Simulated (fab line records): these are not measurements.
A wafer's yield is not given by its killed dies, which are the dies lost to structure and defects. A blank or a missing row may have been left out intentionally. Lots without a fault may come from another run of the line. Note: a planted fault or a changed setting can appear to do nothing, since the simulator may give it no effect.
Matching of chambers | flow n5-finfet | N5_BEOL_M6_DESCUM_16 on rie-diel-01 has 4 sister chambers
The step chemistry O2, time 7.9 s. 20 wafers are shown with their chamber, then 10 later ones without.

## WAFERS, EACH WITH ITS CHAMBER
wafer  | chamber | drypump-motor-current-A (A) | throttle-valve-pct (%) | oes-product-au (a.u.)
L075.1 | 2       | 5.8                         | 20.61                  | 0.68
L075.2 | 1       | 5.4                         | 21.10                  | 0.70
L075.6 | 3       | 5.5                         | 20.54                  | 0.72
L077.2 | 3       | 5.4                         | 20.55                  | 0.72
L077.5 | 3       | 5.5                         | 20.56                  | 0.72
L077.6 | 2       | 5.8                         | 20.62                  | 0.68
L079.2 | 2       | 5.8                         | 20.61                  | 0.68
L079.3 | 1       | 5.4                         | 21.09                  | 0.70
L079.4 | 0       | 5.5                         | 20.38                  | 0.72
L081.1 | 3       | 5.5                         | 20.57                  | 0.71
L081.4 | 0       | 5.5                         | 20.39                  | 0.71
L081.5 | 0       | 5.5                         | 20.39                  | 0.72
L087.1 | 2       | 5.8                         | 20.65                  | 0.66
L087.3 | 3       | 5.5                         | 20.58                  | 0.71
L087.6 | 2       | 5.8                         | 20.66                  | 0.66
L090.1 | 0       | 5.5                         | 20.41                  | 0.69
L090.3 | 1       | 5.3                         | 20.77                  | 0.98
L090.4 | 3       | 5.5                         | 20.59                  | 0.69
L092.1 | 0       | 5.5                         | 20.41                  | 0.70
L092.4 | 1       | 5.3                         | 20.74                  | 0.99

SIGNATURES (means of the wafers above)
reading                 | chamber 0 | chamber 1 | chamber 2 | chamber 3 | scatter within a chamber
drypump-motor-current-A | 5.500     | 5.350     | 5.800     | 5.483     | 0.0339
throttle-valve-pct      | 20.3960   | 20.9250   | 20.6300   | 20.5650   | 0.0869
oes-product-au          | 0.7080    | 0.8425    | 0.6720    | 0.7117    | 0.0721
Rule: for a wafer and a chamber, the distance is found by dividing, reading by reading, the gap between the wafer's reading and the chamber's mean by the reading's scatter, squaring, summing and taking the root. If the next closest chamber is less than 2 further off than the closest, the wafer can't be placed; otherwise it belongs to the closest. The scatter: the root of (the sum of the squares of (reading less its chamber's mean) over the shown wafers, divided by (wafers less chambers)).

## WAFERS WITHOUT THEIR CHAMBER
wafer  | drypump-motor-current-A (A) | throttle-valve-pct (%) | oes-product-au (a.u.)
L092.6 | 5.5                         | 20.61                  | 0.70
L091.1 | 5.3                         | 20.76                  | 0.97
L091.2 | 5.5                         | 20.42                  | 0.70
L091.3 | 5.5                         | 20.59                  | 0.70
L095.3 | 5.5                         | 20.42                  | 0.69
L095.5 | 5.3                         | 20.78                  | 0.94
L095.6 | 5.5                         | 20.42                  | 0.69
L097.2 | 5.8                         | 20.23                  | 0.91
L097.3 | 5.3                         | 20.79                  | 0.92
L097.5 | 5.3                         | 20.80                  | 0.91

## EACH ONE'S CHAMBER
wafer  | from the rows above     | in truth
L092.6 | can't be placed: 3 or 0 | 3
L091.1 | 1                       | 1
L091.2 | can't be placed: 0 or 3 | 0
L091.3 | can't be placed: 3 or 0 | 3
L095.3 | can't be placed: 0 or 3 | 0
L095.5 | 1                       | 1
L095.6 | can't be placed: 0 or 3 | 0
L097.2 | 2                       | 2
L097.3 | 1                       | 1
L097.5 | 1                       | 1
Placed correctly: 5 of 10. Not placeable from these rows: 5 (in 5, the candidates include the true chamber). Number placed wrongly: 0.
